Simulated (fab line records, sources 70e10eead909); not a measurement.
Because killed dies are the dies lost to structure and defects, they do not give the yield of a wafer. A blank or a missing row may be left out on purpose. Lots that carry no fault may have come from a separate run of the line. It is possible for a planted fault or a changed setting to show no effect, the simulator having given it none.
A struck lot beside a sound one | flow nand_harc | 15 steps out of a route of 1302
Sound: these wafers, L634.1, L634.3, L634.6. Struck: wafers L646.2, L646.5, L646.6. The cause comes at the end.
Order at every step that has rows: each side's tool, ch and its chambers, its first start. Under that, the readings that differ: sound wafers | struck wafers | difference of the means | sigmas: that difference in standard deviations of wafers without a fault.
alike: readings whose means differ by less than 2 such deviations, and words and numbers that are the same on both sides. not compared: withheld readings, readings that some wafer has no value for, bounds like >300 that may hide the same value, and numbers for which the record gives no deviation and whose values overlap.
Wherever a step has rows on one side only, a row that says differs or no value, or a row with sigmas, the two part there. Numbers that have no deviation but don't overlap get no sigmas and don't part them. Lack of a reading on every wafer of one side parts them only where that side has two or more wafers.

NHARC_P_START_INSPECT_01:
  sound: defect_inspect-01 at day 3 02:02; struck: defect_inspect-02 at day 8 02:02
  alike: raw_defect_count
then, 9 steps without rows for these wafers: NHARC_P_ZERO_WELL_PRECLEAN_00 (cleans in SPM, time 600 s); NHARC_P_ZERO_WELL_SRD_01; NHARC_P_ZERO_WELL_PECVD_02 (deposits SiO2, target thk 10 nm); NHARC_P_ZERO_WELL_DEHYDRATE_03 (time 120 s); NHARC_P_ZERO_WELL_HMDS_04 (time 30 s); NHARC_P_ZERO_WELL_COAT_64 (time 65 s); NHARC_P_ZERO_WELL_COAT_05 (resist thk 600 nm); NHARC_P_ZERO_WELL_SOFTBAKE_06 (time 70 s); NHARC_P_ZERO_WELL_EBR_07.
NHARC_P_ZERO_WELL_EXPOSE_08: exposes mask P ZERO, target cd 500 nm.
  sound on krf_scanner-04 ch 0, day 3 02:58; struck on krf_scanner-04 ch 0, day 8 02:58
  reading              | sound             | struck            | difference | sigmas
  exposure_dose_mJ_cm2 | 34.02 33.99 33.99 | 32.28 32.25 32.20 | -1.76      | -9
  alike: mask
then, 2 steps without rows for these wafers: NHARC_P_ZERO_WELL_PEB_09 (peb time 80 s); NHARC_P_ZERO_WELL_DEVELOP_10 (time 50 s).
NHARC_P_ZERO_WELL_CD_MEAS_11: target cd 500 nm.
  sound on cd_sem-03 ch 0, day 3 03:07; struck on cd_sem-03 ch 0, day 8 03:07
  reading    | sound             | struck            | difference | sigmas
  cd_nm (nm) | 501.5 500.4 501.0 | 488.8 489.2 491.6 | -11.1      | -9
then, 1 step without rows for these wafers: NHARC_P_ZERO_WELL_HARDBAKE_12 (time 65 s).

## WHERE THEY PART
At NHARC_P_ZERO_WELL_EXPOSE_08 first; at NHARC_P_ZERO_WELL_CD_MEAS_11 last (within this record only).

WHY: what the simulator had put in
Process parameters drifting: krf_scanner-04 at NHARC_P_ZERO_WELL_EXPOSE_08, beginning at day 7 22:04. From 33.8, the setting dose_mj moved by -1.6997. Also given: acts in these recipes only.
